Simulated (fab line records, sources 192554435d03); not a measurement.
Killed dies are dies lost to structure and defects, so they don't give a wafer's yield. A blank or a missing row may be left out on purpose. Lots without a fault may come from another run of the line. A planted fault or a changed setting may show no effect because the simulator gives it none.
A struck lot beside a sound one | flow n5_finfet | 15 steps out of a route of 1938
Sound: wafers L968.1, L968.2, L968.5. Struck: wafers L977.2, L977.3, L977.6. The cause comes at the end.
At each step with rows: each side's tool, then ch and its chambers, then its first start. Under that, the readings that differ: sound wafers | struck wafers | difference of the means | sigmas: that difference in standard deviations of wafers without a fault.
alike: readings whose means differ by less than 2 such deviations, and words and numbers that are the same on both sides. not compared: withheld readings, readings that some wafer has no value for, bounds like >300 that may hide the same value, and numbers for which the record gives no deviation and whose values overlap.
The two part at a step that has a row with sigmas, a row that says differs or no value, or rows on one side only. Numbers that don't overlap but have no deviation are shown without sigmas and don't part them. A reading that every wafer of one side lacks parts them only if that side has two wafers or more.

N5_BEOL_M8_OCD_MEAS_38:
  sound on ocd-02, day 10 23:31; struck on ocd-01, day 14 06:15
  alike: trench_depth_nm
then, 4 steps without rows for these wafers: N5_BEOL_M8_HM_STRIP_39 (strips TiN in peroxide tin strip, target depth 25 nm, time 158 s); N5_BEOL_M8_SRD_40 (time 30 s); N5_BEOL_M8_PRECLEAN_42 (cleans in residue remover, time 60 s); N5_BEOL_M8_SRD_43 (time 30 s).
N5_BEOL_M8_CD_MEAS_35: target cd 40 nm.
  sound on cd_sem-03, day 10 23:40; struck on cd_sem-02, day 14 06:25
  alike: cd_nm
N5_BEOL_M8_CURE_75: cures SiCOH lowk, time 120 s.
  sound on uv_cure-02 ch 2, day 10 23:43; struck on uv_cure-03 ch 0, day 14 06:30
  alike: lamp_power_pct, wafer_temp_C_max
N5_BEOL_M8_DEGAS_44: time 60 s.
  sound on pvd_sputter-02, day 11 00:12; struck on pvd_sputter-01, day 14 06:46
  alike: heater_power_w
N5_BEOL_M8_PRE_CLEAN_45: time 30 s.
  sound on pvd_sputter-02, day 11 00:14; struck on pvd_sputter-01, day 14 06:49
  alike: heater_power_w
N5_BEOL_M8_ALD_77: deposits TaN, target thk 2 nm, pulse time 2 s, purge time 3 s.
  sound on ald_metal-02 ch 0,1,3, day 11 00:18; struck on ald_metal-02 ch 1,2, day 14 06:52
  alike: heater_power_w
N5_BEOL_M8_SURFACE_TREAT_79:
  sound on pvd_sputter-02, day 11 00:37; struck on pvd_sputter-02, day 14 07:22
  not compared: throttle_valve_pct
then, 1 step without rows for these wafers: N5_BEOL_M8_CVD_78 (deposits Co from CCTBA/H2, target thk 2 nm, time 142.3 s).
N5_BEOL_M8_SPUTTER_48: material Cu, target thk 10 nm, time 1.667 s.
  sound on pvd_sputter-03, day 11 00:53; struck on pvd_sputter-03, day 14 08:22
  reading                  | sound                   | struck                  | difference | sigmas
  chamber_pressure_pa (Pa) | 0.12966 0.13018 0.12997 | 0.11946 0.11866 0.11876 | -0.01098   | -39
  alike: throttle_valve_pct
then, 1 step without rows for these wafers: N5_BEOL_M8_ECD_50 (material Cu, target thk 300 nm).
-- the record jumps here: 3 days lie between the struck wafers' starts before and after (it left off in module BEOL_M8 and takes up again in module PASSIVATION, whose first step shown is number 1936 of the route) --
N5_PASSIVATION_PROBE_49:
  sound on prober-02, day 13 19:47; struck on prober-02, day 17 06:39
  reading              | sound | struck   | difference | sigmas
  sort_bin_8_speed (%) | 0 0 0 | 0 0 0.17 | +0         | +4
  alike: defect_limited_yield, killed_at_M0_to_M3, killed_at_M4_up, killed_at_contacts, killed_at_front_end, killed_at_other, killed_dies, killed_open, killed_short, sort_bin_5_function, sort_bin_6_memory, sort_n_pass, sort_yield_pct

WHERE THEY PART
First at N5_BEOL_M8_SPUTTER_48; last, within this record, at N5_PASSIVATION_PROBE_49.

WHY: what the simulator had put in
Process parameter drift: pvd_sputter-03, from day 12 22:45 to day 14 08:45, at N5_BEOL_M8_SPUTTER_48. Setting chamber_pressure_pa, moved by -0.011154, from 0.13. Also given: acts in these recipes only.
